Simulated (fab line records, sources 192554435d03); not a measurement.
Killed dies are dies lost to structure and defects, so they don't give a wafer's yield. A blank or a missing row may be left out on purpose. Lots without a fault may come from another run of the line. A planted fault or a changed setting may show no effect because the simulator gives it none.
Chamber matching | flow n5_finfet | N5_BEOL_M7_CURE_74 on uv_cure-01: 3 sister chambers
The step cures SiCOH lowk, time 240 s. 6 wafers are shown with their chamber, then 10 later ones without.

WAFERS WITH THEIR CHAMBER
wafer  | chamber | wafer_temp_C_max | lamp_power_pct (%)
L076.3 | 0       | 386.4            | 52.36
L076.5 | 0       | 386.2            | 52.30
L087.5 | 2       | 387.0            | 52.22
L087.6 | 2       | 387.0            | 52.35
L091.1 | 1       | 386.3            | 52.31
L091.4 | 1       | 386.0            | 52.27

WAFERS WITHOUT THEIR CHAMBER
wafer  | wafer_temp_C_max | lamp_power_pct (%)
L091.5 | 385.4            | 52.28
L093.1 | 386.0            | 52.33
L093.4 | 386.3            | 52.31
L093.6 | 387.0            | 52.24
L095.3 | 387.0            | 52.31
L095.5 | 387.0            | 52.37
L095.6 | 387.0            | 52.41
L097.2 | 386.1            | 52.37
L097.4 | 387.0            | 52.38
L097.6 | 387.1            | 52.36

WHICH CHAMBER EACH WENT THROUGH
wafer  | from the rows above     | in truth
L091.5 | can't be placed: 1 or 0 | 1
L093.1 | can't be placed: 1 or 0 | 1
L093.4 | can't be placed: 0 or 1 | 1
L093.6 | 2                       | 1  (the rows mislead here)
L095.3 | 2                       | 2
L095.5 | 2                       | 2
L095.6 | 2                       | 2
L097.2 | can't be placed: 1 or 0 | 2
L097.4 | 2                       | 2
L097.6 | 2                       | 2
Placed correctly: 5 of 10. Can't be placed from these rows: 4 (the true chamber is among the candidates in 3). Placed wrongly: 1.
How it was worked out, from the rows above alone: a wafer's distance from a chamber is the root of the sum, over the readings, of the square of ((its reading less the chamber's mean) divided by the reading's scatter). The wafer belongs to the nearest chamber; if the next one is less than 2 further off, it can't be placed. A chamber's mean is the mean of its shown wafers. The scatter: the root of (the sum of the squares of (reading less its chamber's mean) over the shown wafers, divided by (wafers less chambers)).
